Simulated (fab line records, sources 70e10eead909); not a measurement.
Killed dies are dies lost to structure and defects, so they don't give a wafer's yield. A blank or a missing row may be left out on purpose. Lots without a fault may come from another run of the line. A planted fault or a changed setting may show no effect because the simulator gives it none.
Chamber matching | flow nand_harc | NHARC_A_CHANNEL_FILL_D1_ALD_02 on ald_hk-03: 4 sister chambers
The step deposits SiO2, target thk 6 nm, pulse time 10 s, ald cycles 60. 24 wafers are shown with their chamber, then 12 later ones without.

WAFERS WITH THEIR CHAMBER
wafer  | chamber | heater_power_w (W) | precursor_pulse_height_rel
L074.2 | 2       | 501                | 0.990
L074.3 | 1       | 429                | 1.011
L074.4 | 0       | 482                | 1.007
L076.1 | 1       | 434                | 1.025
L076.5 | 3       | 475                | 1.007
L076.6 | 2       | 500                | 0.982
L080.3 | 3       | 496                | 1.011
L080.4 | 0       | 485                | 1.017
L080.6 | 2       | 502                | 1.013
L081.4 | 0       | 476                | 0.972
L081.5 | 2       | 504                | 1.010
L081.6 | 1       | 427                | 1.027
L085.1 | 1       | 422                | 1.002
L085.4 | 0       | 497                | 0.970
L085.5 | 0       | 481                | 1.031
L086.1 | 0       | 484                | 1.004
L086.2 | 3       | 499                | 0.953
L086.5 | 3       | 494                | 1.022
L088.1 | 1       | 432                | 0.983
L088.3 | 3       | 488                | 0.980
L088.4 | 0       | 492                | 0.974
L089.1 | 0       | 479                | 1.036
L089.2 | 2       | 488                | 1.005
L089.3 | 3       | 494                | 1.022

SIGNATURES (means of the wafers above)
reading                    | chamber 0 | chamber 1 | chamber 2 | chamber 3 | scatter within a chamber
heater_power_w             | 484.50    | 428.80    | 499.00    | 491.00    | 6.9
precursor_pulse_height_rel | 1.00137   | 1.00960   | 1.00000   | 0.99917   | 0.0232
Rule: a wafer's distance from a chamber is the root of the sum, over the readings, of the square of ((its reading less the chamber's mean) divided by the reading's scatter). The wafer belongs to the nearest chamber; if the next one is less than 2 further off, it can't be placed. The scatter: the root of (the sum of the squares of (reading less its chamber's mean) over the shown wafers, divided by (wafers less chambers)).

WAFERS WITHOUT THEIR CHAMBER
wafer  | heater_power_w (W) | precursor_pulse_height_rel
L090.1 | 492                | 1.008
L090.3 | 495                | 0.986
L090.4 | 496                | 0.989
L091.1 | 423                | 0.999
L091.3 | 484                | 0.998
L091.5 | 487                | 0.999
L093.1 | 502                | 1.010
L093.3 | 488                | 1.002
L093.5 | 482                | 0.985
L095.1 | 418                | 1.035
L095.3 | 469                | 0.960
L095.4 | 541                | 1.026

WHICH CHAMBER EACH WENT THROUGH
wafer  | from the rows above          | in truth
L090.1 | can't be placed: 3 or 2 or 0 | 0
L090.3 | can't be placed: 3 or 2 or 0 | 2
L090.4 | can't be placed: 2 or 3 or 0 | 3
L091.1 | 1                            | 1
L091.3 | can't be placed: 0 or 3      | 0
L091.5 | can't be placed: 0 or 3 or 2 | 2
L093.1 | can't be placed: 2 or 3 or 0 | 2
L093.3 | can't be placed: 3 or 0 or 2 | 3
L093.5 | can't be placed: 0 or 3 or 2 | 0
L095.1 | 1                            | 1
L095.3 | can't be placed: 0 or 3 or 2 | 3
L095.4 | can't be placed: 2 or 3      | 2
Placed correctly: 2 of 12. Can't be placed from these rows: 10 (the true chamber is among the candidates in 10). Placed wrongly: 0.
